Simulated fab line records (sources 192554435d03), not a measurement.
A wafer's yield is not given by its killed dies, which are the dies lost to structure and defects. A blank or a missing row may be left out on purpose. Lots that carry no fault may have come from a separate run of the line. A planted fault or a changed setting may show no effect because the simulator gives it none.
Matching of chambers | flow n5 finfet | N5_BEOL_M5_VIA_ETCH_34 on rie diel-05 has 4 sister chambers
The step etches SiCOH lowk in C4F6/O2, target depth 88.3 nm, time 39.2 s. 16 wafers are shown with their chamber, then 8 later ones without.

## WAFERS PAIRED WITH THEIR CHAMBERS
wafer  | chamber | throttle valve pct (%) | showerhead plenum p Torr (Torr) | rf vpp V (V)
L077.4 | 1       | 20.66                  | 2.78                            | 673
L077.5 | 1       | 20.64                  | 2.78                            | 672
L077.6 | 0       | 21.15                  | 2.82                            | 657
L083.2 | 0       | 21.18                  | 2.82                            | 658
L083.3 | 2       | 21.21                  | 2.86                            | 662
L083.6 | 3       | 20.69                  | 2.86                            | 678
L081.3 | 2       | 21.22                  | 2.86                            | 663
L081.5 | 0       | 21.17                  | 2.81                            | 660
L081.6 | 1       | 20.66                  | 2.77                            | 671
L085.1 | 2       | 21.25                  | 2.86                            | 662
L085.2 | 1       | 20.68                  | 2.77                            | 672
L085.3 | 3       | 20.73                  | 2.86                            | 681
L087.2 | 3       | 20.71                  | 2.86                            | 681
L087.4 | 0       | 21.20                  | 2.81                            | 658
L087.5 | 0       | 21.20                  | 2.81                            | 657
L088.2 | 3       | 20.72                  | 2.86                            | 682

SIGNATURES (averages over the wafers above)
reading                  | chamber 0 | chamber 1 | chamber 2 | chamber 3 | scatter within a chamber
throttle valve pct       | 21.1800   | 20.6600   | 21.2267   | 20.7125   | 0.019
showerhead plenum p Torr | 2.8140    | 2.7750    | 2.8600    | 2.8600    | 0.00428
rf vpp V                 | 658.00    | 672.00    | 662.33    | 680.50    | 1.21
Rule: a wafer's distance from a chamber is the root of the sum, over the readings, of the square of ((its reading less the chamber's mean) divided by the reading's scatter). The wafer belongs to the nearest chamber; if the next one is less than 2 further off, it can't be placed. How the scatter is found: for the shown wafers, subtract from each reading the mean of its chamber, square and add these, divide the total by (wafers less chambers), then take the root.

## WAFERS MISSING THEIR CHAMBER
wafer  | throttle valve pct (%) | showerhead plenum p Torr (Torr) | rf vpp V (V)
L088.3 | 21.23                  | 2.85                            | 662
L088.5 | 20.69                  | 2.77                            | 672
L095.2 | 21.24                  | 2.85                            | 662
L095.3 | 21.21                  | 2.81                            | 657
L095.6 | 20.73                  | 2.85                            | 681
L097.1 | 21.27                  | 2.85                            | 662
L097.3 | 20.72                  | 2.76                            | 671
L097.6 | 20.73                  | 2.85                            | 680

## EACH ONE'S CHAMBER
wafer  | from the rows above | in truth
L088.3 | 2                   | 2
L088.5 | 1                   | 1
L095.2 | 2                   | 2
L095.3 | 0                   | 0
L095.6 | 3                   | 3
L097.1 | 2                   | 2
L097.3 | 1                   | 1
L097.6 | 3                   | 3
8 of 8 placed correctly. Can't be placed from these rows: 0. Placed wrongly: 0.
